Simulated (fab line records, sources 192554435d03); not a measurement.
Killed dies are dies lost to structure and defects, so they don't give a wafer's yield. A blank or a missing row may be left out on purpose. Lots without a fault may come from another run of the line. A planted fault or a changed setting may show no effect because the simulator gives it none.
fab line records | flow n5_finfet
record lots=7 wafers=21
route steps=1938 shown BEOL_M0_SAQP@676 BEOL_M0_CUTY@711 BEOL_M0@715 BEOL_M2@890
start_h: hours from the record's first day to the start of the lot's first wafer shown | wait_h: hours since the lot's step before | " the same as in the row above | L1.1+2: a row that stands for several wafers | - no value, or no start given | * or withheld: withheld | < > ~ a bound
route shown NAME@n: a module of which the file shows steps, and the number in the route of the first | usual: mean/standard deviation of fault-free wafers | same: alike in all rows | chamber/n: place in a boat | sites: the reading at each site | _std_site: their standard deviation | _edge_site: outer sites' mean less inner sites' | radius_mm: how far each site lies from the wafer's centre | mask NAME#n: copy n | behind: the tool/chamber that last shaped the wafer | hold: why the lot was held/for how many hours/how that ended | device: the transistor (n, p or np) that didn't switch | end of line: the same wafers' tests at the end of the route | a step without rows: its recipe alone | killed: dies lost to structure and defects at the first sort, not the wafer's yield | map: a wafer's dies, x killed, . not, _ none there
set.NAME: the setting as run; set.NAME@STEP: as run at that earlier step | model.NAME: the simulator's own value behind a step, which no gauge read
lots whose settings were changed on purpose; a table a step, a row a wafer
## steps
# step N5_BEOL_M0_SAQP_SPACER2_ALD_26
# recipe material=SiO2 target_thk_a=150 temp_c=300 ald_precursor_family=BDEAS ald_co_reactant=O2-plasma pulse_time_s=1 purge_time_s=2 co_reactant_purge_time_s=2 pressure_torr=2
# columns lot.wafer tool chamber start_h wait_h set.target_thk_a model.SiO2_of_BEOL_M0_SAQP_SPACER2_ALD_26.thk_nm
L074.1 ald_sin-02 1 150.93 0.6 150 15
L074.3 " 0 " " 143.6 14.2
L074.5 " 2 " " 143.6 14.4
L080.2+6 ald_sin-01 0,3 152.86 1.3 163.5 16.4
L080.5 " 0 " " 150 15
L083.1 ald_sin-04 2 168.84 1.0 132.4 13.2
L083.2+5 " 0 " " 150 15
L086.3+4 ald_sin-02 1,2 184.76 0.8 157.7 15.8
L086.6 " 2 " " 150 15
L091.1+2+5 ald_sin-04 1,2,3 215.39 0.3 150 15
L093.3+5+6 ald_sin-01 3,0,3 227.37 0.1 150 15
L097.3+4+6 ald_sin-01 0,1,3 249.82 0.1 150 15
# step N5_BEOL_M0_SAQP_SPACER2_ETCHBACK_27
# recipe chemistry=CHF3/O2 mode=anisotropic_etchback target=SiO2 target_depth_a=225 time_s=11.25 pressure_mtorr=30 source_w=650 bias_w=170 Ar_flow_sccm=200 CHF3_flow_sccm=50 O2_flow_sccm=5 ion_energy_ev=200
# step N5_BEOL_M0_SAQP_MANDREL2_REMOVE_110
# recipe chemistry=HBr/Cl2/O2 bt_time_s=10 target=a-Si stop_on=SiCN endpoint=OES-SiCl over_etch_frac=1 icp_w=600 bias_w=30 HBr_flow_sccm=150 Cl2_flow_sccm=80 O2_flow_sccm=5 pressure_mtorr=10
# columns lot.wafer tool chamber start_h wait_h set.target_thk_a@BEOL_M0_SAQP_SPACER2_ALD_26 model.BEOL_M0_SAQP.cd_nm
L074.1 rie_si-01 0 151.57 0.1 150 15
L074.3 " 3 " " 143.6 14.2
L074.5 " 0 " " 143.6 14.4
L080.2+6 rie_si-02 2,1 153.61 0.1 163.5 16.4
L080.5 " 0 " " 150 15.2
L083.1 rie_si-02 2 169.61 0.1 132.4 13.2
L083.2 " 1 " " 150 15
L083.5 " 2 " " 150 14.8
L086.3 rie_si-02 1 185.41 0.1 157.7 15.8
L086.4 " 3 " " 157.7 15.6
L086.6 " 2 " " 150 14.8
L091.1+5 rie_si-01 0,3 216.03 0.1 150 15
L091.2 " 2 " " 150 14.8
L093.3+5+6 rie_si-01 0,0,1 228.00 0.1 150 15.2
L097.3 rie_si-01 2 250.46 0.1 150 14.8
L097.4+6 " 3,1 " " 150 15
# step N5_BEOL_M0_SAQP_CD_MEAS_29
# recipe target_cd_nm=14.4 landing_energy_ev=1000 detector=se_inlens
# usual cd_nm=15.03/0.22
# columns lot.wafer tool chamber start_h wait_h set.target_thk_a@BEOL_M0_SAQP_SPACER2_ALD_26 cd_nm
L074.1 cd_sem-03 0 151.68 0.1 150 15.07
L074.3 " 0 " " 143.6 14.34
L074.5 " 0 " " 143.6 14.38
L080.2 cd_sem-02 0 153.72 0.1 163.5 16.24
L080.5 " 0 " " 150 15.22
L080.6 " 0 " " 163.5 16.55
L083.1 cd_sem-02 0 169.72 0.1 132.4 13.20
L083.2 " 0 " " 150 14.92
L083.5 " 0 " " 150 14.68
L086.3 cd_sem-01 0 185.52 0.1 157.7 15.72
L086.4 " 0 " " 157.7 15.62
L086.6 " 0 " " 150 14.94
L091.1 cd_sem-01 0 216.14 0.1 150 15.06
L091.2 " 0 " " 150 14.68
L091.5 " 0 " " 150 14.78
L093.3 cd_sem-02 0 228.12 0.1 150 15.40
L093.5 " 0 " " 150 15.26
L093.6 " 0 " " 150 14.97
L097.3 cd_sem-01 0 250.57 0.1 150 14.81
L097.4 " 0 " " 150 15.22
L097.6 " 0 " " 150 15.01
# step N5_BEOL_M0_SAQP_EXPOSE_37
# recipe mask_id=M0_CUT1 na=0.33 source_shape=annular sigma_inner=0.35 sigma_outer=0.8 polarization=unpolarized target_cd_nm=30 dose_mj=44.75
# columns lot.wafer tool chamber start_h wait_h mask set.dose_mj
L074.1+3+5 euv_scanner-02 0 151.85 - M0_CUT1#0 44.75
L080.2 euv_scanner-01 0 154.13 - M0_CUT1#0 44.75
L080.5+6 " 0 " " M0_CUT1#0 41.97
L083.1+2 euv_scanner-02 0 170.07 - M0_CUT1#0 47.39
L083.5 " 0 " " M0_CUT1#0 44.75
L086.3+4+6 euv_scanner-01 0 185.83 - M0_CUT1#0 44.75
L091.1+5 euv_scanner-01 0 216.44 - M0_CUT1#0 44.75
L091.2 " 0 " " M0_CUT1#0 41.65
L093.3+5+6 euv_scanner-01 0 228.30 - M0_CUT1#0 44.75
L097.3+4+6 euv_scanner-02 0 250.88 - M0_CUT1#0 44.75
# step N5_BEOL_M0_SAQP_PEB_38
# recipe peb_temp_c=100 peb_time_s=60 resist=CAR-EUV
# step N5_BEOL_M0_SAQP_DEVELOP_39
# recipe develop_time_s=30 developer=TMAH resist=CAR-EUV rinse_liquid=surfactant_rinse dry=air_spin dev_temp_c=23
# step N5_BEOL_M0_SAQP_CD_MEAS_40
# recipe target_cd_nm=30 landing_energy_ev=500 detector=se_inlens
# usual cd_nm=29.96/0.23
# columns lot.wafer tool chamber start_h wait_h set.dose_mj@BEOL_M0_SAQP_EXPOSE_37 cd_nm
L074.1 cd_sem-01 0 151.98 - 44.75 29.91
L074.3 " 0 " " 44.75 29.59
L074.5 " 0 " " 44.75 29.65
L080.2 cd_sem-02 0 154.26 - 44.75 29.92
L080.5 " 0 " " 41.97 28.68
L080.6 " 0 " " 41.97 28.83
L083.1 cd_sem-02 0 170.20 - 47.39 31.29
L083.2 " 0 " " 47.39 31.12
L083.5 " 0 " " 44.75 30.14
L086.3 cd_sem-01 0 185.95 - 44.75 30.28
L086.4 " 0 " " 44.75 30.32
L086.6 " 0 " " 44.75 29.72
L091.1 cd_sem-03 0 216.57 - 44.75 30.27
L091.2 " 0 " " 41.65 28.38
L091.5 " 0 " " 44.75 29.99
L093.3 cd_sem-02 0 228.42 - 44.75 30.02
L093.5 " 0 " " 44.75 30.11
L093.6 " 0 " " 44.75 30.15
L097.3 cd_sem-01 0 251.00 - 44.75 30.43
L097.4 " 0 " " 44.75 30.22
L097.6 " 0 " " 44.75 30.38
# step N5_BEOL_M0_SAQP_DESCUM_45
# recipe chemistry=O2 time_s=7 source_power_w=50 bias_power_w=20 pressure_mtorr=20 rf_frequency_hz=2.712e+07 temp_c=40 resist=CAR-EUV o2_flow_sccm=225
# columns lot.wafer tool chamber start_h wait_h set.dose_mj@BEOL_M0_SAQP_EXPOSE_37 model.BEOL_M0_SAQP.cd_nm
L074.1 rie_diel-02 0 152.11 0.0 44.75 29.8
L074.3+5 " 3,2 " " 44.75 30
L080.2 rie_diel-05 2 154.52 0.2 44.75 29.8
L080.5 " 0 " " 41.97 28.6
L080.6 " 1 " " 41.97 28.4
L083.1+2 rie_diel-05 3,2 170.33 0.0 47.39 31.2
L083.5 " 3 " " 44.75 30.2
L086.3 rie_diel-04 3 186.07 0.0 44.75 30.2
L086.4+6 " 0 " " 44.75 30
L091.1+5 rie_diel-05 3,1 216.69 0.0 44.75 29.8
L091.2 " 1 " " 41.65 28.4
L093.3+5 rie_diel-04 2,0 228.54 0.0 44.75 29.8
L093.6 " 3 " " 44.75 30
L097.3 rie_diel-02 0 251.45 0.4 44.75 30
L097.4 " 3 " " 44.75 30.4
L097.6 " 2 " " 44.75 30.2
# step N5_BEOL_M0_SAQP_ETCH_88
# recipe chemistry=N2/H2 target=underlayer target_depth_a=65 time_s=5.2 ion_energy_ev=200 mask_material=CAR-EUV pressure_mtorr=30 source_w=840 bias_w=150 n2_flow_sccm=200 h2_flow_sccm=200 ends=cleared
# columns lot.wafer tool chamber start_h wait_h set.dose_mj@BEOL_M0_SAQP_EXPOSE_37 model.BEOL_M0_SAQP.cd_nm
L074.1 rie_diel-02 0 152.14 0.0 44.75 29.8
L074.3+5 " 3,2 " " 44.75 30
L080.2 rie_diel-05 2 154.55 0.0 44.75 29.8
L080.5+6 " 0,1 " " 41.97 28.6
L083.1+2 rie_diel-05 3,2 170.37 0.0 47.39 31.2
L083.5 " 3 " " 44.75 30.2
L086.3 rie_diel-04 3 186.11 0.0 44.75 30.2
L086.4 " 0 " " 44.75 30
L086.6 " 0 " " 44.75 29.8
L091.1+5 rie_diel-05 3,1 216.73 0.0 44.75 29.8
L091.2 " 1 " " 41.65 28.4
L093.3+5 rie_diel-04 2,0 228.58 0.0 44.75 29.8
L093.6 " 3 " " 44.75 30.2
L097.3 rie_diel-02 0 251.49 0.0 44.75 30
L097.4 " 3 " " 44.75 30.4
L097.6 " 2 " " 44.75 30.2
# step N5_BEOL_M0_SAQP_ETCH_73
# recipe chemistry=CF4 target=SiARC target_depth_a=195 mask_material=CAR-EUV time_s=32.5 ion_energy_ev=80 pressure_mtorr=40 source_w=545 bias_w=36 Ar_flow_sccm=100 cf4_flow_sccm=100 ends=cleared
# step N5_BEOL_M0_SAQP_CUT_ETCH_46
# recipe chemistry=N2/H2 target=SOC target_depth_a=1350 overetch_a=270 temp_c=40 time_s=202.5 ion_energy_ev=200 mask_material=SiARC pressure_mtorr=30 source_w=840 bias_w=150 n2_flow_sccm=200 h2_flow_sccm=200
# columns lot.wafer tool chamber start_h wait_h set.dose_mj@BEOL_M0_SAQP_EXPOSE_37 model.BEOL_M0_SAQP.cd_nm
L074.1 rie_diel-02 0 152.19 0.0 44.75 30.2
L074.3 " 3 " " 44.75 29.8
L074.5 " 2 " " 44.75 29.6
L080.2 rie_diel-05 2 154.60 0.0 44.75 29.8
L080.5 " 0 " " 41.97 28.6
L080.6 " 1 " " 41.97 28.2
L083.1 rie_diel-05 3 170.42 0.0 47.39 31
L083.2 " 2 " " 47.39 31.4
L083.5 " 3 " " 44.75 30
L086.3 rie_diel-04 3 186.16 0.0 44.75 30.2
L086.4+6 " 0 " " 44.75 29.6
L091.1 rie_diel-05 3 216.78 0.0 44.75 30
L091.2 " 1 " " 41.65 27.8
L091.5 " 1 " " 44.75 29.4
L093.3 rie_diel-04 2 228.63 0.0 44.75 29.6
L093.5 " 0 " " 44.75 29.4
L093.6 " 3 " " 44.75 30.2
L097.3 rie_diel-02 0 251.53 0.0 44.75 30.6
L097.4+6 " 3,2 " " 44.75 30.2
# step N5_BEOL_M0_SAQP_STRIP_74
# recipe chemistry=N2/H2 temp_c=40 n2_flow_sccm=200 h2_flow_sccm=200 rf_frequency_hz=6e+07
# step N5_BEOL_M0_SAQP_STRIP_89
# recipe chemistry=N2/H2 temp_c=40 n2_flow_sccm=200 h2_flow_sccm=200 rf_frequency_hz=6e+07
# step N5_BEOL_M0_CUTY_DESCUM_61
# recipe chemistry=O2 time_s=7.9 source_power_w=50 bias_power_w=20 pressure_mtorr=20 rf_frequency_hz=2.712e+07 temp_c=40 resist=CAR-ArF-block o2_flow_sccm=225
# step N5_BEOL_M0_CUTY_ETCH_62
# recipe chemistry=CF4 target=SiARC mask_material=CAR-ArF-block time_s=58.5 ion_energy_ev=80 pressure_mtorr=40 source_w=545 bias_w=36 Ar_flow_sccm=100 cf4_flow_sccm=100 ends=cleared
# step N5_BEOL_M0_CUTY_ETCH_63
# recipe chemistry=N2/H2 target=SOC target_depth_a=827 overetch_a=165 mask_material=SiARC temp_c=40 ion_energy_ev=200 time_s=124 pressure_mtorr=30 source_w=840 bias_w=150 n2_flow_sccm=200 h2_flow_sccm=200
# columns lot.wafer tool chamber start_h wait_h set.target_thk_a@BEOL_M0_SAQP_SPACER2_ALD_26 model.SiO2_of_BEOL_M0_SAQP_SPACER2_ALD_26.thk_nm
L074.1 rie_diel-06 3 153.73 0.0 150 7.2
L074.3+5 " 0,2 " " 143.6 6.2
L080.2 rie_diel-06 3 156.35 0.0 163.5 8.6
L080.5 " 0 " " 150 7.2
L080.6 " 3 " " 163.5 8.8
L083.1 rie_diel-01 3 171.90 0.0 132.4 5.2
L083.2 " 2 " " 150 7.2
L083.5 " 3 " " 150 7
L086.3+4 rie_diel-03 2,3 189.02 0.0 157.7 8
L086.6 " 1 " " 150 7
L091.1+2+5 rie_diel-01 0,3,0 218.16 0.0 150 7
L093.3+6 rie_diel-01 0,1 230.41 0.0 150 7.2
L093.5 " 2 " " 150 7.4
L097.3+4+6 rie_diel-03 3,0,3 253.00 0.0 150 7.2
# step N5_BEOL_M0_CUTY_STRIP_64
# recipe chemistry=N2/H2 temp_c=40 n2_flow_sccm=200 h2_flow_sccm=200 rf_frequency_hz=6e+07
# step N5_BEOL_M0_ETCH_138
# recipe chemistry=CH3F/O2 target_depth_a=120 target=SiCN time_s=31.6 ion_energy_ev=120 pressure_mtorr=30 source_w=395 bias_w=75 Ar_flow_sccm=150 CH3F_flow_sccm=30 O2_flow_sccm=20 ends=cleared
# step N5_BEOL_M0_HM_OPEN_105
# recipe chemistry=Cl2/BCl3 target_depth_a=120 target=TiN ion_energy_ev=150 pressure_mtorr=10 icp_w=1000 bias_w=126 Cl2_flow_sccm=53.25 bcl3_flow_sccm=21.75 Ar_flow_sccm=25
# columns lot.wafer tool chamber start_h wait_h set.target_thk_a@BEOL_M0_SAQP_SPACER2_ALD_26 model.SiO2_of_BEOL_M0_SAQP_SPACER2_ALD_26.thk_nm
L074.1 rie_metal-02 0 153.96 0.1 150 2.8
L074.3+5 " 1 " " 143.6 2
L080.2+6 rie_metal-03 0,1 156.57 0.1 163.5 4.2
L080.5 " 0 " " 150 2.8
L083.1 rie_metal-02 1 172.57 0.5 132.4 1.6
L083.2 " 0 " " 150 2.8
L083.5 " 0 " " 150 2.6
L086.3+4 rie_metal-02 1,0 195.34 6.2 157.7 3.6
L086.6 " 0 " " 150 2.6
L091.1+2+5 rie_metal-01 0,1,1 229.30 11.0 150 2.6
L093.3+6 rie_metal-01 0,1 232.32 1.8 150 2.8
L093.5 " 0 " " 150 3
L097.3+4+6 rie_metal-01 0,1,0 260.37 7.2 150 2.8
# step N5_BEOL_M0_DEP_125
# recipe material=SiCN target_thk_a=80 temp_c=withheld precursor=3MS/NH3 pressure_torr=3 rf_w=202 time_s=14
# columns lot.wafer tool chamber start_h wait_h set.time_s model.SiCN_of_BEOL_M0_DEP_125.thk_nm
L074.1+3 pecvd-01 0,2 157.07 0.0 12.57 7.2
L074.5 " 1 " " 14 8
L080.2+5 pecvd-03 1,0 160.38 0.0 15.93 8.8
L080.6 " 2 " " 14 7.8
L083.1 pecvd-04 1 178.23 0.0 14 8.2
L083.2 " 0 " " 14.97 8.6
L083.5 " 0 " " 14 8.4
L086.3 pecvd-01 0 200.20 0.0 12.89 7.6
L086.4 " 0 " " 12.89 7.8
L086.6 " 1 " " 14 8.2
L091.1 pecvd-01 1 232.37 0.0 14 7.6
L091.2 " 0 " " 16.09 9.2
L091.5 " 2 " " 16.09 9.4
L093.3+5 pecvd-03 1,0 237.18 0.0 12.83 7.4
L093.6 " 2 " " 14 8.2
L097.3+4 pecvd-03 0,2 266.26 0.0 14 8
L097.6 " 0 " " 14 8.2
# step N5_BEOL_M2_TRENCH_ETCH_37
# recipe chemistry=C4F6/O2 target_depth_a=555.55 target=SiOC time_s=29.2 ion_energy_ev=250 pressure_mtorr=30 source_w=355 bias_w=185 Ar_flow_sccm=300 C4F6_flow_sccm=10 O2_flow_sccm=10
# columns lot.wafer tool chamber start_h wait_h set.time_s model.BEOL_M2.feature_depth_nm model.etch.depth_nm
L074.1 rie_diel-01 3 - - 31.42 59.6 59.61
L074.3 " 0 " " 29.2 55.4 55.34
L074.5 " 2 " " 29.2 54 54.02
L080.2 rie_diel-03 3 - - 29.2 55 54.98
L080.5 " 3 " " 29.2 54.8 54.83
L080.6 " 0 " " 23.16 43.8 43.72
L083.1 rie_diel-06 2 - - 29.2 56.6 56.63
L083.2 " 1 " " 29.2 55.6 55.52
L083.5 " 1 " " 29.2 56 56.01
L086.3 rie_diel-01 1 - - 34.5 63.8 63.81
L086.4 " 3 " " 29.2 54.8 54.85
L086.6 " 1 " " 34.5 64 63.98
L091.1 rie_diel-03 3 - - 29.2 54.8 54.74
L091.2 " 0 " " 29.2 54.6 54.65
L091.5 " 1 " " 29.2 55.8 55.84
L093.3 rie_diel-06 2 - - 31.11 61.2 61.13
L093.5 " 0 " " 31.11 59.8 59.74
L093.6 " 3 " " 29.2 57.4 57.37
L097.3 rie_diel-01 3 - - 29.2 55.6 55.5
L097.4 " 1 " " 29.2 55 54.96
L097.6 " 1 " " 29.2 54.8 54.87
# step N5_BEOL_M2_ETCH_41
# recipe chemistry=CH3F/O2 target=SiCN target_depth_a=299 taper_deg=2 time_s=52.5 ion_energy_ev=120 mask_material=TiN pressure_mtorr=30 source_w=395 bias_w=75 Ar_flow_sccm=150 CH3F_flow_sccm=30 O2_flow_sccm=20
# step N5_BEOL_M2_STRIP_97
# recipe chemistry=N2/H2 time_s=10 power_w=450 temp_c=40 pressure_mtorr=20 rf_frequency_hz=6e+07 bias_power_w=7 n2_flow_sccm=200 h2_flow_sccm=200
# step N5_BEOL_M2_OCD_MEAS_38
# usual trench_depth_nm=55.5/1.1
# columns lot.wafer tool chamber start_h wait_h set.time_s@BEOL_M2_TRENCH_ETCH_37 trench_depth_nm
L074.1 ocd-02 - 170.07 - 31.42 59.6
L074.3 " - " " 29.2 55.3
L074.5 " - " " 29.2 53.8
L080.2 ocd-02 - 179.80 - 29.2 55.3
L080.5 " - " " 29.2 54.5
L080.6 " - " " 23.16 43.9
L083.1 ocd-02 - 200.26 - 29.2 56.5
L083.2 " - " " 29.2 55.8
L083.5 " - " " 29.2 55.6
L086.3 ocd-01 - 217.05 - 34.5 63.9
L086.4 " - " " 29.2 54.7
L086.6 " - " " 34.5 64.6
L091.1 ocd-01 - 264.49 - 29.2 54.4
L091.2 " - " " 29.2 54.8
L091.5 " - " " 29.2 55.7
L093.3 ocd-01 - 268.07 - 31.11 61.3
L093.5 " - " " 31.11 58.7
L093.6 " - " " 29.2 57.2
L097.3 ocd-01 - 278.90 - 29.2 55.6
L097.4 " - " " 29.2 54.9
L097.6 " - " " 29.2 54.9
# step N5_BEOL_M2_SPUTTER_96
# recipe material=Cu target_thk_a=45 temp_c=-20 chamber_pressure_pa=0.07 power_w=withheld time_s=8.29
# columns lot.wafer tool chamber start_h wait_h set.time_s
L074.1+5 pvd_sputter-01 - 172.86 0.1 8.64
L074.3 " - " " 8.29
L080.2+5 pvd_sputter-01 - 182.64 0.1 8.29
L080.6 " - " " 9.257
L083.1 pvd_sputter-03 - 203.17 0.1 8.29
L083.2+5 " - " " 7.23
L086.3+4+6 pvd_sputter-01 - 220.60 0.1 8.29
L091.1+5 pvd_sputter-03 - 267.32 0.1 8.29
L091.2 " - " " 9.102
L093.3 pvd_sputter-03 - 270.81 0.1 8.29
L093.5+6 " - " " 7.829
L097.3+4+6 pvd_sputter-02 - 281.73 0.1 8.29
# step N5_BEOL_M2_ECD_50
# recipe material=Cu target_thk_a=3000
# step N5_BEOL_M2_ANNEAL_51
# recipe temp_c=225 time_s=90 ambient=N2
# step N5_BEOL_M2_PRE_CLEAN_56
# recipe gas=NH3 time_s=15 temp_c=withheld rf_power_w=300
# step N5_BEOL_M2_DEP_57
# recipe material=SiCN target_thk_a=80 temp_c=withheld precursor=3MS/NH3 pressure_torr=3 rf_w=202 time_s=14
# step N5_BEOL_M2_RS_MEAS_58
# recipe thk_meas_gauge=four-point-probe reads=Co_of_BEOL_M2_CO_CAP_55+Cu_of_BEOL_M2_ECD_50+Co_of_BEOL_M2_CVD_47+TaN_of_BEOL_M2_ALD_84
# usual M2_RS=0.67/0.034
# columns lot.wafer tool chamber start_h wait_h set.time_s@BEOL_M2_TRENCH_ETCH_37 M2_RS[ohm/sq]
L074.1 film_metro-02 - 173.91 0.0 31.42 0.62
L074.3 " - " " 29.2 0.66
L074.5 " - " " 29.2 0.74
L080.2 film_metro-02 - 183.69 0.1 29.2 0.68
L080.5 " - " " 29.2 0.67
L080.6 " - " " 23.16 1.00
L083.1 film_metro-01 - 204.76 0.0 29.2 0.67
L083.2 " - " " 29.2 0.70
L083.5 " - " " 29.2 0.68
L086.3 film_metro-01 - 221.90 0.1 34.5 0.51
L086.4 " - " " 29.2 0.69
L086.6 " - " " 34.5 0.53
L091.1 film_metro-02 - 268.62 0.0 29.2 0.70
L091.2 " - " " 29.2 0.69
L091.5 " - " " 29.2 0.71
L093.3 film_metro-02 - 272.13 0.1 31.11 0.57
L093.5 " - " " 31.11 0.59
L093.6 " - " " 29.2 0.61
L097.3 film_metro-01 - 282.80 0.1 29.2 0.64
L097.4 " - " " 29.2 0.68
L097.6 " - " " 29.2 0.71
## key
split step=N5_BEOL_M0_SAQP_SPACER2_ALD_26 setting=target_thk_a stated=150 by=wafer
response step=N5_BEOL_M0_SAQP_SPACER2_ALD_26 reading=model.SiO2_of_BEOL_M0_SAQP_SPACER2_ALD_26.thk_nm change=+0.155 per=1% r=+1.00
response step=N5_BEOL_M0_SAQP_MANDREL2_REMOVE_110 reading=model.BEOL_M0_SAQP.cd_nm change=+0.146 per=1% r=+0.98
response step=N5_BEOL_M0_SAQP_CD_MEAS_29 reading=cd_nm change=+0.137 per=1% r=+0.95
response step=N5_BEOL_M0_CUTY_ETCH_63 reading=model.SiO2_of_BEOL_M0_SAQP_SPACER2_ALD_26.thk_nm change=+0.172 per=1% r=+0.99
response step=N5_BEOL_M0_HM_OPEN_105 reading=model.SiO2_of_BEOL_M0_SAQP_SPACER2_ALD_26.thk_nm change=+0.129 per=1% r=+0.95
split step=N5_BEOL_M0_SAQP_EXPOSE_37 setting=dose_mj stated=44.75 by=wafer
response step=N5_BEOL_M0_SAQP_CD_MEAS_40 reading=cd_nm change=+0.212 per=1% r=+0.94
response step=N5_BEOL_M0_SAQP_DESCUM_45 reading=model.BEOL_M0_SAQP.cd_nm change=+0.195 per=1% r=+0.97
response step=N5_BEOL_M0_SAQP_ETCH_88 reading=model.BEOL_M0_SAQP.cd_nm change=+0.19 per=1% r=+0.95
response step=N5_BEOL_M0_SAQP_CUT_ETCH_46 reading=model.BEOL_M0_SAQP.cd_nm change=+0.238 per=1% r=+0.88
split step=N5_BEOL_M0_DEP_125 setting=time_s stated=14 by=wafer
response step=N5_BEOL_M0_DEP_125 reading=model.SiCN_of_BEOL_M0_DEP_125.thk_nm change=+0.0861 per=1% r=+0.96
split step=N5_BEOL_M2_TRENCH_ETCH_37 setting=time_s stated=29.2 by=wafer
response step=N5_BEOL_M2_TRENCH_ETCH_37 reading=model.BEOL_M2.feature_depth_nm change=+0.527 per=1% r=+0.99
response step=N5_BEOL_M2_TRENCH_ETCH_37 reading=model.etch.depth_nm change=+0.528 per=1% r=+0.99
response step=N5_BEOL_M2_OCD_MEAS_38 reading=trench_depth_nm change=+0.533 per=1% r=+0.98
response step=N5_BEOL_M2_RS_MEAS_58 reading=M2_RS change=-0.0123 per=1% r=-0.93
split step=N5_BEOL_M2_SPUTTER_96 setting=time_s stated=8.29 by=wafer
response none clear
